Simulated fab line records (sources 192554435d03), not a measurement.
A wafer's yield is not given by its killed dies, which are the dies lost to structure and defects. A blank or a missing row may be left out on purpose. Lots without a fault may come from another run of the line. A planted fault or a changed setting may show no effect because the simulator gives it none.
Which tool is to blame? || flow n5_finfet || Sampling: 24 lots, 72 wafers, 2 of 1938 route steps

== WHAT THE GAUGES SHOWED, per wafer ==
N5_BEOL_M2_INSPECT_59: inspects for defects (darkfield).
{"lot": "L074", "measured": "day 7 09:52", "on": "defect_inspect-01", "raw_defect_count": "77 73 55"}
{"lot": "L075", "measured": "day 7 12:33", "on": "defect_inspect-02", "raw_defect_count": "94 86 74"}
{"lot": "L076", "measured": "day 7 18:58", "on": "defect_inspect-02", "raw_defect_count": "60 80 41"}
{"lot": "L077", "measured": "day 7 20:49", "on": "defect_inspect-02", "raw_defect_count": "32 42 38"}
{"lot": "L078", "measured": "day 8 00:11", "on": "defect_inspect-01", "raw_defect_count": "54 41 44"}
{"lot": "L079", "measured": "day 8 11:21", "on": "defect_inspect-02", "raw_defect_count": "110 96 94"}
{"lot": "L081", "measured": "day 8 23:53", "on": "defect_inspect-01", "raw_defect_count": "43 66 53"}
{"lot": "L080", "measured": "day 9 06:29", "on": "defect_inspect-02", "raw_defect_count": "57 55 63"}
{"lot": "L082", "measured": "day 9 08:22", "on": "defect_inspect-01", "raw_defect_count": "82 98 95"}
{"lot": "L084", "measured": "day 9 11:44", "on": "defect_inspect-02", "raw_defect_count": "57 86 75"}
{"lot": "L083", "measured": "day 9 13:55", "on": "defect_inspect-02", "raw_defect_count": "54 75 64"}
{"lot": "L085", "measured": "day 9 15:36", "on": "defect_inspect-01", "raw_defect_count": "60 68 61"}
{"lot": "L086", "measured": "day 10 15:46", "on": "defect_inspect-01", "raw_defect_count": "161 201 75"}
{"lot": "L089", "measured": "day 11 03:28", "on": "defect_inspect-01", "raw_defect_count": "85 82 80"}
{"lot": "L087", "measured": "day 11 03:44", "on": "defect_inspect-02", "raw_defect_count": "119 53 68"}
{"lot": "L090", "measured": "day 11 04:00", "on": "defect_inspect-01", "raw_defect_count": "52 36 93"}
{"lot": "L088", "measured": "day 11 07:52", "on": "defect_inspect-02", "raw_defect_count": "87 94 110"}
{"lot": "L091", "measured": "day 11 11:20", "on": "defect_inspect-02", "raw_defect_count": "77 104 91"}
{"lot": "L092", "measured": "day 11 19:20", "on": "defect_inspect-01", "raw_defect_count": "88 131 53"}
{"lot": "L093", "measured": "day 11 23:58", "on": "defect_inspect-01", "raw_defect_count": "55 69 86"}
{"lot": "L094", "measured": "day 12 02:37", "on": "defect_inspect-02", "raw_defect_count": "107 59 96"}
{"lot": "L095", "measured": "day 12 12:29", "on": "defect_inspect-02", "raw_defect_count": "71 60 59"}
{"lot": "L097", "measured": "day 13 02:31", "on": "defect_inspect-01", "raw_defect_count": "126 119 166"}
{"lot": "L096", "measured": "day 13 02:54", "on": "defect_inspect-01", "raw_defect_count": "64 47 46"}

== TOOL THAT RAN EACH LOT (tool first, then ch and the chambers of the sampled wafers, then the start) ==
{"lot": "L074", "N5_BEOL_M2_SPUTTER_90": "pvd_sputter-01, day 7 08:04"}
{"lot": "L075", "N5_BEOL_M2_SPUTTER_90": "pvd_sputter-03, day 7 10:49"}
{"lot": "L076", "N5_BEOL_M2_SPUTTER_90": "pvd_sputter-02, day 7 17:14"}
{"lot": "L077", "N5_BEOL_M2_SPUTTER_90": "pvd_sputter-02, day 7 19:05"}
{"lot": "L078", "N5_BEOL_M2_SPUTTER_90": "pvd_sputter-02, day 7 22:28"}
{"lot": "L079", "N5_BEOL_M2_SPUTTER_90": "pvd_sputter-03, day 8 09:37"}
{"lot": "L081", "N5_BEOL_M2_SPUTTER_90": "pvd_sputter-01, day 8 21:50"}
{"lot": "L080", "N5_BEOL_M2_SPUTTER_90": "pvd_sputter-01, day 9 04:44"}
{"lot": "L082", "N5_BEOL_M2_SPUTTER_90": "pvd_sputter-01, day 9 06:34"}
{"lot": "L084", "N5_BEOL_M2_SPUTTER_90": "pvd_sputter-01, day 9 10:01"}
{"lot": "L083", "N5_BEOL_M2_SPUTTER_90": "pvd_sputter-02, day 9 11:55"}
{"lot": "L085", "N5_BEOL_M2_SPUTTER_90": "pvd_sputter-02, day 9 13:47"}
{"lot": "L086", "N5_BEOL_M2_SPUTTER_90": "pvd_sputter-01, day 10 13:43"}
{"lot": "L089", "N5_BEOL_M2_SPUTTER_90": "pvd_sputter-02, day 11 01:44"}
{"lot": "L087", "N5_BEOL_M2_SPUTTER_90": "pvd_sputter-03, day 11 01:57"}
{"lot": "L090", "N5_BEOL_M2_SPUTTER_90": "pvd_sputter-01, day 11 01:57"}
{"lot": "L088", "N5_BEOL_M2_SPUTTER_90": "pvd_sputter-03, day 11 06:07"}
{"lot": "L091", "N5_BEOL_M2_SPUTTER_90": "pvd_sputter-01, day 11 09:35"}
{"lot": "L092", "N5_BEOL_M2_SPUTTER_90": "pvd_sputter-03, day 11 17:10"}
{"lot": "L093", "N5_BEOL_M2_SPUTTER_90": "pvd_sputter-02, day 11 21:56"}
{"lot": "L094", "N5_BEOL_M2_SPUTTER_90": "pvd_sputter-02, day 11 23:52"}
{"lot": "L095", "N5_BEOL_M2_SPUTTER_90": "pvd_sputter-02, day 12 10:41"}
{"lot": "L097", "N5_BEOL_M2_SPUTTER_90": "pvd_sputter-03, day 13 00:26"}
{"lot": "L096", "N5_BEOL_M2_SPUTTER_90": "pvd_sputter-02, day 13 01:10"}
- N5_BEOL_M2_SPUTTER_90: material Cu, target thk 4.5 nm, time 8.29 s.

== WHAT THE TOOLS THEMSELVES READ (means of the sampled wafers that have a number; where no wafer has one, the mark that the record gives instead) ==
N5_BEOL_M2_SPUTTER_90.
{"lot": "L074", "tool": "pvd_sputter-01", "throttle_valve_pct (%)": 30.5}
{"lot": "L075", "tool": "pvd_sputter-03", "throttle_valve_pct (%)": 30.6}
{"lot": "L076", "tool": "pvd_sputter-02", "throttle_valve_pct (%)": 29.1}
{"lot": "L077", "tool": "pvd_sputter-02", "throttle_valve_pct (%)": 29.2}
{"lot": "L078", "tool": "pvd_sputter-02", "throttle_valve_pct (%)": 29.3}
{"lot": "L079", "tool": "pvd_sputter-03", "throttle_valve_pct (%)": 30.1}
{"lot": "L081", "tool": "pvd_sputter-01", "throttle_valve_pct (%)": 30.6}
{"lot": "L080", "tool": "pvd_sputter-01", "throttle_valve_pct (%)": 30.9}
{"lot": "L082", "tool": "pvd_sputter-01", "throttle_valve_pct (%)": 31.1}
{"lot": "L084", "tool": "pvd_sputter-01", "throttle_valve_pct (%)": 30.9}
{"lot": "L083", "tool": "pvd_sputter-02", "throttle_valve_pct (%)": 29.0}
{"lot": "L085", "tool": "pvd_sputter-02", "throttle_valve_pct (%)": 28.6}
{"lot": "L086", "tool": "pvd_sputter-01", "throttle_valve_pct (%)": 30.6}
{"lot": "L089", "tool": "pvd_sputter-02", "throttle_valve_pct (%)": 29.3}
{"lot": "L087", "tool": "pvd_sputter-03", "throttle_valve_pct (%)": 30.9}
{"lot": "L090", "tool": "pvd_sputter-01", "throttle_valve_pct (%)": 30.6}
{"lot": "L088", "tool": "pvd_sputter-03", "throttle_valve_pct (%)": 30.7}
{"lot": "L091", "tool": "pvd_sputter-01", "throttle_valve_pct (%)": 31.3}
{"lot": "L092", "tool": "pvd_sputter-03", "throttle_valve_pct (%)": 30.6}
{"lot": "L093", "tool": "pvd_sputter-02", "throttle_valve_pct (%)": 29.6}
{"lot": "L094", "tool": "pvd_sputter-02", "throttle_valve_pct (%)": 29.6}
{"lot": "L095", "tool": "pvd_sputter-02", "throttle_valve_pct (%)": 29.2}
{"lot": "L097", "tool": "pvd_sputter-03", "throttle_valve_pct (%)": 30.3}
{"lot": "L096", "tool": "pvd_sputter-02", "throttle_valve_pct (%)": 29.8}

== THE ANSWER, worked out from the rows above alone ==
Rule: the usual values come from the lots themselves. Put in order of their means at a reading, lots are off if they are a third of the lots or fewer, leave a main group of 4 or more, and stand apart from it by a gap of 3 or more times the standard deviation of the main group's means; of several such gaps the widest counts. A main group whose means are all the same, to the digits that the tables above print for the reading, isn't used. A lot without any number at a reading at which 4 lots or more have one is off too. All remaining lots with rows at the step are treated as sound. After the gauges, taken in route order, come the tools' own readings; for these a lot's mean is taken, as printed above. The first step at which some lot is off is used, and at that step the reading that is off furthest; a lot without a number counts as furthest.
Nothing can be told from this: no lot is off at any reading shown.

== WHAT THE SIMULATOR PUT IN ==
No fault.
